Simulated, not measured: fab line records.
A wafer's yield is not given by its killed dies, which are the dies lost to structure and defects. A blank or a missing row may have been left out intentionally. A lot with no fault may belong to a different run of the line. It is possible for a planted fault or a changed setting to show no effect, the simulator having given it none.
A lot that was struck, set against a sound lot / flow n5Finfet / 16 steps out of a route of 1938
Sound: these wafers, L345.2, L345.3, L345.6. Wafers L356.1, L356.3, L356.6 were the ones struck. The cause is given at the end.
Each step with rows lists, per side, the tool, then ch with its chambers, then its first start. Under that, the readings that differ: sound wafers / struck wafers / difference of the means / sigmas: that difference in standard deviations of wafers without a fault.
alike: words and numbers the same on both sides, and readings whose means are apart by under 2 such deviations; not compared: readings that were withheld, readings missing a value for some wafer, numbers with overlapping values and no deviation given by the record, and bounds like >300 which may hide the same value.
The two part at a step that has a row with sigmas, a row that says differs or no value, or rows on one side only. Numbers that have no deviation but don't overlap get no sigmas and don't part them. A reading that every wafer of one side lacks parts them only if that side has two wafers or more.

N5_HKMG_FIN_ALD_71: deposits TiN, target thk 1 nm, pulse time 1 s, purge time 3 s.
  sound on aldMetal-03 ch 0,1,3, day 7 01:56; struck on aldMetal-03 ch 1,2,3, day 9 20:55
  alike: heaterPowerW, precursorPulseHeightRel
then, 5 steps without rows for these wafers: N5_HKMG_FIN_COAT_66 (time 60 s, resist thk 300 nm); N5_HKMG_FIN_ETCH_67 (etches SOC in N2/H2, stops on TiN, target depth 388.9 nm); N5_HKMG_FIN_STRIP_90 (strips SOC in N2/H2, time 20 s); N5_HKMG_FIN_WET_ETCH_73 (etches the open film in SC1, time 42.3 s, target depth 1.3 nm, rinse time 30 s); N5_HKMG_FIN_ETCHBACK_68 (etches the open film in Cl2/Ar, stops on HfO2, target depth 0.5 nm).
N5_HKMG_FIN_STRIP_69: strips in N2/H2, time 360 s.
  sound on plasmaAsher-02 ch 1, day 7 02:41; struck on plasmaAsher-02 ch 0, day 9 21:37
  alike: drypumpMotorCurrentA, heaterPowerW, n2FlowSccm
  not compared: rfHoursCounterH
N5_HKMG_FIN_ALD_21: deposits TiN, target thk 1.5 nm, pulse time 1 s, purge time 3 s.
  sound on aldMetal-01 ch 1,3, day 7 03:04; struck on aldMetal-02 ch 1,3, day 9 22:05
  alike: heaterPowerW, precursorPulseHeightRel
N5_HKMG_FIN_ALD_72: deposits W, target thk 2 nm, pulse time 1 s, purge time 2 s.
  sound on cvdW-02 ch 0,1, day 7 03:25; struck on cvdW-01 ch 0,1, day 9 22:27
  alike: heaterPowerW, precursorPulseHeightRel
N5_HKMG_FIN_W_FILL_22: material W, target thk 60 nm, time 18.2 s.
  sound on cvdW-02 ch 0,1, day 7 03:29; struck on cvdW-01 ch 0,1, day 9 22:31
  alike: heaterPowerW, throttleValvePct
then, 2 steps without rows for these wafers: N5_HKMG_FIN_PRECLEAN_83 (cleans in DIW, time 57.5 s); N5_HKMG_FIN_SRD_84 (dry time 32 s).
N5_HKMG_FIN_CMP_23: polishes, stops on SiNx, t overpolish 10 s, target thk 46.326 nm.
  sound on cmp-02 ch 0,1, day 7 03:35; struck on cmp-03 ch 0,1,2, day 9 22:52
reading=overpolishRunS (s); sound=10.017 10.002 9.996; struck=4.446 6.246 5.532; difference=-4.597; sigmas=-99 or more
reading=timeToEndpointS (s); sound=14.7 13.6 15.2; struck=24.5 22.7 23.3; difference=+9.0; sigmas=+4
  alike: motorCurrentA, retainingRingPressureFrac
then, 1 step without rows for these wafers: N5_HKMG_FIN_CMP_94 (polishes, stops on SiNx, t overpolish 4.7 s, target thk 43.299 nm).
-- here the record skips 4 days between the struck wafers' starts before and after, leaving off in module HKMG_FIN and picking up in module BEOL_M4 (first step shown: number 1111 of the route) --
N5_BEOL_M4_RC_MEAS_101:
  sound on prober-02 ch 0, day 10 20:37; struck on prober-01 ch 0, day 13 12:31
  alike: DIBL_N, DIBL_P, IOFF_N, IOFF_P, ION_N, ION_P, SS_N, SS_P, VT_N, VT_P
N5_PASSIVATION_PROBE_49:
  rows exist in the record for the sound wafers here (prober-02, day 15 14:28), none for the struck ones

## WHERE THEY PART
Earliest at N5_HKMG_FIN_CMP_23; latest, in this record, at N5_PASSIVATION_PROBE_49.

WHY: the cause the simulator had injected
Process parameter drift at N5_HKMG_FIN_CMP_23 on cmp-03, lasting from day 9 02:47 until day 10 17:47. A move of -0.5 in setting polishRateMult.
